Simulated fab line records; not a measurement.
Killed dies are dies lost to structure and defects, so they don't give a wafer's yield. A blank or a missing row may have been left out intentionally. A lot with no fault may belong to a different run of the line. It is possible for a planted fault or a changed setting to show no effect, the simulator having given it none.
Chamber matching    flow n5-finfet    N5_BEOL_M13_TRENCH_ETCH_34 on rie-diel-02 has 4 sister chambers
The step etches SiOC in C4F8/O2/Ar, target depth 413.47 nm, time 162.6 s. 8 wafers are shown with their chamber, then 8 later ones without.

WAFERS PAIRED WITH THEIR CHAMBERS
wafer   chamber  drypump-motor-current-A (A)  showerhead-plenum-p-Torr (Torr)
L082.1  3        5.9                          3.25
L080.3  2        6.0                          3.32
L080.6  1        5.6                          3.25
L083.4  1        5.6                          3.25
L088.2  2        6.1                          3.31
L088.4  0        4.8                          3.46
L088.5  3        5.9                          3.24
L092.1  0        4.8                          3.45

WAFERS WITH NO CHAMBER GIVEN
wafer   drypump-motor-current-A (A)  showerhead-plenum-p-Torr (Torr)
L092.2  5.9                          3.24
L092.5  5.9                          3.24
L091.1  5.9                          3.24
L091.4  6.1                          3.30
L091.6  5.6                          3.25
L094.1  5.6                          3.24
L094.4  4.8                          3.44
L094.5  5.6                          3.24

EACH ONE'S CHAMBER
wafer   from the rows above  in truth
L092.2  3                    3
L092.5  3                    3
L091.1  3                    3
L091.4  2                    2
L091.6  1                    1
L094.1  1                    1
L094.4  0                    0
L094.5  1                    1
8 of 8 placed correctly. Not placeable from these rows: 0. Wrongly placed: 0.
How it was worked out, from the rows above alone: a wafer's distance from a chamber is the root of the sum, over the readings, of the square of ((its reading less the chamber's mean) divided by the reading's scatter). If the next closest chamber is less than 2 further off than the closest, the wafer can't be placed; otherwise it belongs to the closest. Each chamber's mean is taken over the wafers shown for it. The scatter: the root of (the sum of the squares of (reading less its chamber's mean) over the shown wafers, divided by (wafers less chambers)).
